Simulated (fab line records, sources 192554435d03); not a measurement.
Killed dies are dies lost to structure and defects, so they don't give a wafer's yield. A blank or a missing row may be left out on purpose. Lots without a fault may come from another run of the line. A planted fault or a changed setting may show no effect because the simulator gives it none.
fab line records | flow n5_finfet
record lots=4 wafers=12 last_day=16
route steps=1938 shown BEOL_M14@1729
lots that met no fault: from a run of the same line without faults
start_h: hours from the record's first day to the start of the lot's first wafer shown | wait_h: hours since the lot's step before | " the same as in the row above | L1.1+2: a row that stands for several wafers | - no value, or no start given | * or withheld: withheld | < > ~ a bound
route shown NAME@n: a module of which the file shows steps, and the number in the route of the first | usual: mean/standard deviation of fault-free wafers | same: alike in all rows | chamber/n: place in a boat | sites: the reading at each site | _std_site: their standard deviation | _edge_site: outer sites' mean less inner sites' | radius_mm: how far each site lies from the wafer's centre | mask NAME#n: copy n | behind: the tool/chamber that last shaped the wafer | hold: why the lot was held/for how many hours/how that ended | device: the transistor (n, p or np) that didn't switch | end of line: the same wafers' tests at the end of the route | a step without rows: its recipe alone | killed: dies lost to structure and defects at the first sort, not the wafer's yield | map: a wafer's dies, x killed, . not, _ none there
set.NAME: the setting as run; set.NAME@STEP: as run at that earlier step | model.NAME: the simulator's own value behind a step, which no gauge read
lots at some steps of the route; a table a step, a row a wafer
services: from which hour (start_h, from the record's first day; less than 0 if before it) a tool's chamber was out of use, for how many hours, and why
## steps
# step N5_BEOL_M14_DESCUM_15
# recipe chemistry=O2 time_s=7.9 source_power_w=50 bias_power_w=20 pressure_mtorr=20 rf_frequency_hz=2.712e+07 temp_c=40 o2_flow_sccm=225
# step N5_BEOL_M14_ETCH_59
# recipe chemistry=N2/H2 target=BARC target_depth_a=890 overetch_a=267 time_s=67.9 ion_energy_ev=200 pressure_mtorr=30 source_w=840 bias_w=150 n2_flow_sccm=200 h2_flow_sccm=200
# step N5_BEOL_M14_VIA_ETCH_16
# recipe chemistry=C4F8/O2/Ar target=SiO2 he_inner_torr=15 he_outer_torr=30 target_depth_a=12313 time_s=withheld ion_energy_ev=800 pressure_mtorr=20 source_w=1905 bias_w=2040 Ar_flow_sccm=400 C4F8_flow_sccm=16 O2_flow_sccm=12 ends=cleared
# step N5_BEOL_M14_STRIP_63
# recipe chemistry=O2 power_w=600 temp_c=60 pressure_mtorr=30 rf_frequency_hz=6e+07 bias_power_w=0 overash_fraction=0.3 o2_flow_sccm=225
# step N5_BEOL_M14_STRIP_64
# recipe chemistry=O2 power_w=600 temp_c=60 pressure_mtorr=30 rf_frequency_hz=6e+07 bias_power_w=0 overash_fraction=0.3 o2_flow_sccm=225
# step N5_BEOL_M14_STRIP_71
# recipe chemistry=post_etch_residue_remover time_s=60 temp_c=25 remover_ph=withheld remover_water_wt_pct=withheld remover_fluoride_wt_pct=withheld
# step N5_BEOL_M14_SRD_72
# recipe time_s=30 temp_c=23 rinse_liquid=diw dry=n2_spin spin_rpm=1500 dry_time_s=30
# step N5_BEOL_M14_COAT_65
# recipe resist=SOC temp_c=250 time_s=60 spin_rpm=1500 resist_thk_nm=450
# step N5_BEOL_M14_COAT_66
# recipe resist=SiARC temp_c=220 time_s=60 spin_rpm=1500 resist_thk_nm=110
# usual heater_power_total_W=427.3/2.2 spin_speed_rpm=1500.3/0.88
# columns lot.wafer tool chamber start_h wait_h heater_power_total_W spin_speed_rpm model.SiARC_of_BEOL_M14_COAT_66.thk_nm
L810.3 litho_track-01 0 278.21 - 425.3 1501.6 110.2
L810.4 " 0 " " 427.4 1499.3 110.2
L810.6 " 0 " " 425.3 1500.7 110.4
L814.1 litho_track-01 0 307.64 - 424.0 1778.0 100.8
L814.4 " 0 " " 427.6 1778.1 101.2
L814.5 " 0 " " 428.3 1779.7 101
L816.1 litho_track-01 0 324.48 - 428.5 1778.4 100.8
L816.2 " 0 " " 429.2 1776.2 101
L816.3 " 0 " " 429.2 1777.1 100.8
L825.1 litho_track-02 0 363.57 - 430.7 1499.6 110
L825.3 " 0 " " 426.0 1500.6 109.8
L825.5 " 0 " " 424.6 1500.3 110
# step N5_BEOL_M14_COAT_22
# recipe spin_rpm=2888 resist_thk_nm=300
# step N5_BEOL_M14_EBR_24
# recipe solvent=PGMEA ebr_width_mm=1.5
# step N5_BEOL_M14_SOFTBAKE_23
# recipe temp_c=130 time_s=60
# step N5_BEOL_M14_EXPOSE_25
# recipe mask_id=M14 na=0.8 source_shape=annular sigma_inner=0.5 sigma_outer=0.8 polarization=unpolarized target_cd_nm=280 dose_mj=26.6
# step N5_BEOL_M14_PEB_26
# recipe peb_temp_c=130 peb_time_s=90
# step N5_BEOL_M14_DEVELOP_27
# recipe develop_time_s=45 rinse_liquid=diw dry=air_spin dev_temp_c=21
# step N5_BEOL_M14_HARDBAKE_32
# recipe temp_c=130 time_s=120
# step N5_BEOL_M14_DESCUM_33
# recipe chemistry=O2 time_s=7.9 source_power_w=50 bias_power_w=20 pressure_mtorr=20 rf_frequency_hz=2.712e+07 temp_c=40 o2_flow_sccm=225
# step N5_BEOL_M14_ETCH_67
# recipe chemistry=CF4 target=SiARC target_depth_a=1430 time_s=238.3 ion_energy_ev=80 pressure_mtorr=40 source_w=545 bias_w=36 Ar_flow_sccm=100 cf4_flow_sccm=100 ends=cleared
# usual drypump_motor_current_A=6.0/0.5 etch_rf_on_time_s=240/3.9 oes_product_au=0.67/0.065 rf_vpp_V=184.2/1.2 showerhead_plenum_p_Torr=2.15/0.061 throttle_valve_pct=15.61/0.27
# columns lot.wafer tool chamber start_h wait_h drypump_motor_current_A etch_rf_on_time_s oes_product_au rf_hours_counter_h rf_vpp_V showerhead_plenum_p_Torr throttle_valve_pct model.etch.depth_nm model.coat_of_BEOL_M14_COAT_22.thk_nm
L810.3 rie_diel-01 3 278.82 0.0 5.1 241 0.59 250 181.5 2.02 15.75 110.2 211.6
L810.4 " 0 " " 5.5 240 0.71 87 186.0 2.17 15.92 110.2 212.8
L810.6 " 3 " " 5.1 243 0.60 - 181.6 2.02 15.73 110.4 211.4
L814.1 rie_diel-04 0 308.18 0.0 6.6 211 0.79 21 186.2 2.27 15.09 100.9 216.6
L814.4 " 1 " " 5.7 215 0.63 182 184.7 2.13 15.94 101.1 217
L814.5 " 3 " " 5.7 220 0.59 - 184.6 2.19 15.55 101 217.6
L816.1 rie_diel-04 1 325.16 0.0 5.7 213 0.63 187 186.2 2.13 15.96 100.8 218.4
L816.2 " 2 " " 5.7 215 0.72 49 184.4 2.18 15.17 100.9 217.2
L816.3 " 0 " " 6.6 213 0.79 27 186.4 2.27 15.09 100.9 217.4
L825.1 rie_diel-05 0 363.98 0.0 5.6 246 0.64 150 183.4 2.06 15.59 110.1 211.2
L825.3 " 1 " " 6.3 241 0.71 64 185.1 2.18 15.39 109.7 212.2
L825.5 " 0 " " 5.6 244 0.65 - 183.9 2.06 15.59 109.9 211.4
# step N5_BEOL_M14_ETCH_68
# recipe chemistry=N2/H2 target=SOC mask_material=SiARC source_w=3000 bias_w=350 temp_c=40 time_s=450 ion_energy_ev=200 pressure_mtorr=30 n2_flow_sccm=200 h2_flow_sccm=200
# usual drypump_motor_current_A=6.0/0.5 oes_product_au=0.79/0.078 rf_vpp_V=524.1/2.2 showerhead_plenum_p_Torr=2.55/0.077 throttle_valve_pct=17.70/0.3
# columns lot.wafer tool chamber start_h wait_h drypump_motor_current_A oes_product_au rf_hours_counter_h rf_vpp_V showerhead_plenum_p_Torr throttle_valve_pct model.SiARC_of_BEOL_M14_COAT_66.thk_nm
L810.3 rie_diel-01 3 278.97 0.1 5.1 0.69 250 520.1 2.40 17.79 66
L810.4 " 0 " " 5.4 0.83 87 525.1 2.57 18.05 65.2
L810.6 " 3 " " 5.1 0.70 - 520.5 2.40 17.79 66
L814.1 rie_diel-04 0 308.32 0.1 6.6 0.93 22 528.3 2.71 17.23 55
L814.4 " 1 " " 5.7 0.72 182 523.3 2.53 18.15 57
L814.5 " 3 " " 5.6 0.68 - 526.0 2.60 17.61 57
L816.1 rie_diel-04 1 325.30 0.1 5.7 0.73 187 523.0 2.53 18.15 56.2
L816.2 " 2 " " 5.8 0.84 49 525.0 2.59 17.33 55.6
L816.3 " 0 " " 6.6 0.92 27 527.1 2.70 17.24 54.6
L825.1 rie_diel-05 0 364.13 0.1 5.6 0.77 150 521.0 2.43 17.57 65.2
L825.3 " 1 " " 6.3 0.85 64 522.9 2.58 17.45 64.6
L825.5 " 0 " " 5.6 0.76 - 521.7 2.43 17.56 65.4
# step N5_BEOL_M14_STRIP_69
# recipe chemistry=N2/H2 temp_c=40 n2_flow_sccm=200 h2_flow_sccm=200 rf_frequency_hz=6e+07
## services
# columns tool chamber start_h hours kind
rie_diel-04 1 265.61 2.8 repair
rie_diel-04 1 270.86 4.3 repair
rie_diel-01 3 279.36 - clean
rie_diel-01 3 279.36 - consumable_replace:focus_ring
rie_diel-01 3 279.36 - consumable_replace:showerhead
rie_diel-04 3 283.85 4.2 repair
rie_diel-01 1 284.52 2.1 repair
rie_diel-04 2 298.45 3.9 repair
rie_diel-01 3 303.05 3.8 repair
rie_diel-04 3 318.61 - clean
rie_diel-04 3 318.61 - consumable_replace:focus_ring
rie_diel-04 3 318.61 17.8 scheduled_down
rie_diel-04 3 318.61 17.8 vent_cycle
rie_diel-01 2 331.60 - clean
rie_diel-01 2 331.60 - consumable_replace:focus_ring
rie_diel-01 2 331.60 20.0 scheduled_down
rie_diel-01 2 331.60 20.0 vent_cycle
## key
first_sign step=N5_BEOL_M14_COAT_66 reading=spin_speed_rpm direction=up sigmas=99+ usual=* struck=*
effect step=N5_BEOL_M14_ETCH_67 reading=etch_rf_on_time_s direction=down sigmas=6.4 usual=* struck=*
model_effect step=N5_BEOL_M14_COAT_66 value=SiARC_of_BEOL_M14_COAT_66.thk_nm without=109.9 struck=100.9
model_effect step=N5_BEOL_M14_ETCH_67 value=etch.depth_nm without=109.9 struck=100.9
model_effect step=N5_BEOL_M14_ETCH_68 value=SiARC_of_BEOL_M14_COAT_66.thk_nm without=64.87 struck=55.9
met_at N5_BEOL_M14_COAT_66
struck_wafers L814.1,L814.4,L814.5,L816.1,L816.2,L816.3
onset_between 278.21 307.64
fault kind=process_parameter_drift tool=litho_track-01 chamber=- onset_h=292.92 steps=N5_BEOL_M14_COAT_66 channel=spin_rpm offset=* shape=step end_h=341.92 acts_in=* stated=*
